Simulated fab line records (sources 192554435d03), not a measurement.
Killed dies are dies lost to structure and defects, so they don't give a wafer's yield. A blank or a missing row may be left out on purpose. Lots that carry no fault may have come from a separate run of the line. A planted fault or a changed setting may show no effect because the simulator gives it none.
Which of the tools did it? + flow n5 finfet + Sampling: 10 lots, 30 wafers, 5 of 1938 route steps

## WHAT THE GAUGES READ, wafer by wafer
N5_BEOL_M4_INSPECT_59: inspects for defects (darkfield). Usual: 78 for raw defect count, sd 25.
| lot  | measured     | on                | raw defect count | flag |
|------|--------------|-------------------|------------------|------|
| L223 | day 8 01:22  | defect inspect-02 | 68 75 93         |      |
| L224 | day 8 10:35  | defect inspect-02 | 129 73 105       |      |
| L226 | day 9 01:05  | defect inspect-01 | 87 88 54         |      |
| L239 | day 12 05:25 | defect inspect-01 | 87 98 100        |      |
| L240 | day 12 15:41 | defect inspect-01 | 65 38 37         |      |
| L241 | day 13 23:52 | defect inspect-02 | 71 90 78         |      |
| L242 | day 12 11:06 | defect inspect-02 | 68 83 83         |      |
| L243 | day 13 20:54 | defect inspect-02 | 111 129 112      |      |
| L244 | day 14 02:38 | defect inspect-01 | 61 113 190       |      |
| L246 | day 14 04:58 | defect inspect-02 | 68 80 77         |      |

N5_BEOL_M4_RC_MEAS_101. Usual: CJ_N 4.35, standard deviation 0.093; DIBL_N 36.0 mV/V, standard deviation 2; DIBL_P 36.2 mV/V, standard deviation 2.2; IOFF_N 0.16 nA/um, standard deviation 0.034; IOFF_P 0.21 nA/um, standard deviation 0.04; ION_N 675 uA/um, standard deviation 12; ION_P 463 uA/um, standard deviation 7.2; SS_N 71.6 mV/dec, standard deviation 0.6; SS_P 73.3 mV/dec, standard deviation 0.67; VT_N 250 mV, standard deviation 3; VT_P -251 mV, standard deviation 3.4.
| lot  | measured     | on        | CJ_N           | DIBL_N (mV/V)  | DIBL_P (mV/V)  | IOFF_N (nA/um) | IOFF_P (nA/um) | ION_N (uA/um) | ION_P (uA/um) | SS_N (mV/dec)  | SS_P (mV/dec)  | VT_N (mV)   | VT_P (mV)      | flag |
|------|--------------|-----------|----------------|----------------|----------------|----------------|----------------|---------------|---------------|----------------|----------------|-------------|----------------|------|
| L223 | day 8 01:43  | prober-02 | 4.36 4.29 4.31 | 37.7 35.6 35.6 | 36.6 34.6 34.4 | 0.17 0.12 0.14 | 0.21 0.18 0.18 | 670 662 650   | 452 457 451   | 72.3 72.2 71.8 | 74.3 73.1 73.6 | 251 253 250 | -252 -255 -256 |      |
| L224 | day 8 10:36  | prober-01 | 4.44 4.33 4.45 | 38.6 37.0 36.2 | 39.1 37.7 36.8 | 0.22 0.19 0.18 | 0.26 0.24 0.22 | 692 684 683   | 468 467 464   | 71.6 71.2 71.8 | 73.7 73.8 73.9 | 248 246 245 | -250 -248 -250 |      |
| L226 | day 9 01:07  | prober-02 | 4.07 3.93 4.01 | 36.8 34.8 35.9 | 38.3 36.3 37.6 | 0.19 0.15 0.17 | 0.23 0.20 0.21 | 681 670 669   | 465 461 461   | 71.9 71.5 71.4 | 72.8 72.7 72.6 | 248 251 248 | -249 -251 -251 | OFF  |
| L239 | day 12 05:36 | prober-01 | 4.29 4.28 4.28 | 37.9 37.9 36.9 | 38.1 37.8 36.9 | 0.19 0.19 0.17 | 0.26 0.26 0.23 | 691 697 681   | 474 472 464   | 72.3 72.0 71.6 | 73.6 73.1 73.2 | 248 245 248 | -245 -245 -249 |      |
| L240 | day 12 15:52 | prober-02 | 4.22 4.37 4.22 | 34.0 35.0 33.0 | 35.0 35.1 33.5 | 0.12 0.13 0.11 | 0.19 0.19 0.17 | 664 669 653   | 466 453 459   | 70.8 71.7 70.2 | 73.1 73.5 72.1 | 256 253 256 | -253 -253 -252 |      |
| L241 | day 14 00:33 | prober-01 | 4.35 4.25 4.33 | 33.4 39.1 38.7 | 32.6 40.0 39.9 | 0.12 0.22 0.21 | 0.18 0.32 0.30 | 668 695 685   | 465 480 468   | 70.8 72.0 72.5 | 72.4 74.7 74.8 | 254 245 247 | -252 -243 -247 |      |
| L242 | day 12 11:17 | prober-02 | 4.29 4.52 4.49 | 35.3 39.6 34.0 | 36.7 39.8 33.5 | 0.16 0.24 0.14 | 0.24 0.31 0.20 | 681 696 660   | 470 475 460   | 71.8 73.1 71.3 | 73.5 74.0 72.9 | 248 248 251 | -247 -246 -250 |      |
| L243 | day 13 21:14 | prober-02 | 4.36 4.39 4.39 | 38.0 38.9 38.2 | 38.2 39.1 38.4 | 0.18 0.20 0.18 | 0.23 0.27 0.23 | 675 683 682   | 462 470 469   | 71.4 72.0 72.5 | 74.1 74.2 74.7 | 250 248 248 | -248 -247 -247 |      |
| L244 | day 14 02:49 | prober-02 | 4.25 4.53 4.34 | 36.8 38.6 34.2 | 36.9 37.4 32.8 | 0.16 0.20 0.13 | 0.20 0.21 0.16 | 672 692 664   | 463 465 452   | 71.1 71.9 71.2 | 73.5 73.9 71.9 | 249 247 252 | -253 -251 -254 |      |
| L246 | day 14 05:08 | prober-01 | 4.13 4.18 4.19 | 34.0 35.2 35.9 | 33.6 34.5 34.8 | 0.12 0.14 0.15 | 0.18 0.19 0.19 | 669 666 673   | 459 456 456   | 71.1 71.7 71.7 | 73.0 73.5 72.7 | 253 252 250 | -252 -254 -253 |      |

## TOOL THAT RAN EACH LOT (tool first, then ch and the chambers of the sampled wafers, then the start)
| lot  | N5_ZERO_LAYER_PECVD_02         | N5_BEOL_M4_ANNEAL_91         | N5_BEOL_M4_SPUTTER_96        |
|------|--------------------------------|------------------------------|------------------------------|
| L223 | pecvd-01 ch 0,1, day 1 12:17   | pvd sputter-02, day 7 23:43  | pvd sputter-02, day 8 00:18  |
| L224 | pecvd-03 ch 0,1,2, day 1 18:17 | pvd sputter-02, day 8 08:55  | pvd sputter-02, day 8 09:30  |
| L226 | pecvd-03 ch 0,1, day 2 06:17   | pvd sputter-01, day 8 23:23  | pvd sputter-01, day 8 23:58  |
| L239 | pecvd-01 ch 0,2, day 5 12:17   | pvd sputter-02, day 12 03:19 | pvd sputter-02, day 12 03:54 |
| L240 | pecvd-04 ch 1,2, day 5 18:18   | pvd sputter-03, day 12 14:02 | pvd sputter-03, day 12 14:37 |
| L241 | pecvd-03 ch 0,1, day 6 00:17   | pvd sputter-03, day 13 22:08 | pvd sputter-03, day 13 22:43 |
| L242 | pecvd-03 ch 0,1, day 6 06:17   | pvd sputter-03, day 12 09:23 | pvd sputter-03, day 12 09:58 |
| L243 | pecvd-04 ch 0,1,2, day 6 12:18 | pvd sputter-02, day 13 18:49 | pvd sputter-02, day 13 19:24 |
| L244 | pecvd-03 ch 1,2, day 6 18:17   | pvd sputter-01, day 14 00:52 | pvd sputter-01, day 14 01:26 |
| L246 | pecvd-03 ch 0,2, day 7 06:19   | pvd sputter-03, day 14 03:19 | pvd sputter-03, day 14 03:53 |
- N5_ZERO_LAYER_PECVD_02: deposits SiO2 from SiH4/N2O, target thk 10 nm, time 6 s.
- N5_BEOL_M4_ANNEAL_91: time 240 s.
- N5_BEOL_M4_SPUTTER_96: material Cu, target thk 4.5 nm, time 8.29 s.

## AS READ BY THE TOOLS THEMSELVES (means over the sampled wafers that have a number; for cases with no such wafer, the mark the record gives instead)
N5_ZERO_LAYER_PECVD_02. Usual: heater power w 785 W, standard deviation 67; showerhead plenum p Torr 8.17 Torr, standard deviation 0.15.
| lot  | tool     | heater power w (W) | showerhead plenum p Torr (Torr) | flag |
|------|----------|--------------------|---------------------------------|------|
| L223 | pecvd-01 | 818                | 8.17                            |      |
| L224 | pecvd-03 | 773                | 8.11                            |      |
| L226 | pecvd-03 | 782                | 8.14                            |      |
| L239 | pecvd-01 | 775                | 8.20                            |      |
| L240 | pecvd-04 | 858                | 8.24                            |      |
| L241 | pecvd-03 | 748                | 8.00                            |      |
| L242 | pecvd-03 | 754                | 8.00                            |      |
| L243 | pecvd-04 | 779                | 8.29                            |      |
| L244 | pecvd-03 | 742                | 8.06                            |      |
| L246 | pecvd-03 | 809                | 8.24                            |      |

N5_BEOL_M4_ANNEAL_91. Usual: 822 W for heater power w, sd 78.
| lot  | tool           | heater power w (W) | flag |
|------|----------------|--------------------|------|
| L223 | pvd sputter-02 | 786                |      |
| L224 | pvd sputter-02 | 803                |      |
| L226 | pvd sputter-01 | 843                |      |
| L239 | pvd sputter-02 | 742                |      |
| L240 | pvd sputter-03 | 803                |      |
| L241 | pvd sputter-03 | 970                |      |
| L242 | pvd sputter-03 | 931                |      |
| L243 | pvd sputter-02 | 773                |      |
| L244 | pvd sputter-01 | 875                |      |
| L246 | pvd sputter-03 | 785                |      |

N5_BEOL_M4_SPUTTER_96. Usual: substrate temp c -20.00 C, standard deviation 0.1; throttle valve pct 30.1 %, standard deviation 0.95.
| lot  | tool           | substrate temp c (C) | throttle valve pct (%) | flag |
|------|----------------|----------------------|------------------------|------|
| L223 | pvd sputter-02 | -20.11               | 30.1                   |      |
| L224 | pvd sputter-02 | -20.00               | 31.3                   |      |
| L226 | pvd sputter-01 | -20.06               | 29.5                   |      |
| L239 | pvd sputter-02 | -19.98               | 30.4                   |      |
| L240 | pvd sputter-03 | -20.08               | 30.0                   |      |
| L241 | pvd sputter-03 | -20.04               | 29.6                   |      |
| L242 | pvd sputter-03 | -19.90               | 29.6                   |      |
| L243 | pvd sputter-02 | -19.96               | 30.5                   |      |
| L244 | pvd sputter-01 | -20.04               | 30.3                   |      |
| L246 | pvd sputter-03 | -19.95               | 30.0                   |      |

## THE ANSWER, worked out from the rows above alone
Rule: lot off if the mean of its wafers having a number is beyond 3 standard deviations from the usual mean. A lot without any number at a reading at which 4 lots or more have one is off too. Any other lot the step has rows for is counted as sound. Order of review: gauges by route order, followed by the tools' own readings, for which a lot's mean as printed above is used. The first step at which some lot is off is used, and at that step the reading that is off furthest; a lot without a number counts as furthest.
Off: L226, at N5_BEOL_M4_RC_MEAS_101 (CJ_N).
If a tool, at a process step before that reading, ran all the lots that are off and no sound lot after the first of them, it fits. The gauges at N5_BEOL_M4_RC_MEAS_101 are tried like those tools. Not one of the candidates tried fits.

## WHAT THE SIMULATOR HAD INSERTED
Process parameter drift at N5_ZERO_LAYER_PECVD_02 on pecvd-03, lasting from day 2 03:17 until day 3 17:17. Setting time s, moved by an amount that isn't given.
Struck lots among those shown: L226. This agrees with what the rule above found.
